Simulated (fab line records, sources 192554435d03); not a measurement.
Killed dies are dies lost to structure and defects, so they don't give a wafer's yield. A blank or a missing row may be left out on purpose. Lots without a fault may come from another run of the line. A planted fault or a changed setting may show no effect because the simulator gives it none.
Chamber matching | flow n5_finfet | N5_BEOL_M4_ETCH_74 on rie_diel-06: 4 sister chambers
The step etches underlayer in N2/H2, target depth 6.5 nm, time 5.2 s. 4 wafers are shown with their chamber, then 8 later ones without.

WAFERS WITH THEIR CHAMBER
wafer  | chamber | drypump_motor_current_A (A)
L090.3 | 1       | 6.5
L093.5 | 2       | 5.6
L093.6 | 0       | 5.9
L092.2 | 3       | 6.6

WAFERS WITHOUT THEIR CHAMBER
wafer  | drypump_motor_current_A (A)
L092.4 | 6.6
L092.5 | 5.6
L095.2 | 6.4
L095.4 | 6.4
L095.5 | 6.6
L097.3 | 6.6
L097.4 | 5.6
L097.6 | 5.6

WHICH CHAMBER EACH WENT THROUGH
wafer  | from the rows above | in truth
L092.4 | 3                   | 3
L092.5 | 2                   | 2
L095.2 | 1                   | 1
L095.4 | 1                   | 1
L095.5 | 3                   | 3
L097.3 | 3                   | 3
L097.4 | 2                   | 2
L097.6 | 2                   | 2
Placed correctly: 8 of 8. Can't be placed from these rows: 0. Placed wrongly: 0.
How it was worked out, from the rows above alone: a wafer's distance from a chamber is the root of the sum, over the readings, of the square of ((its reading less the chamber's mean) divided by the reading's scatter). The wafer belongs to the nearest chamber; if the next one is less than 2 further off, it can't be placed. A chamber's mean is the mean of its shown wafers. The scatter: with one shown wafer a chamber, the root of the mean of the squares of how far each hidden wafer lies from its nearest shown one.
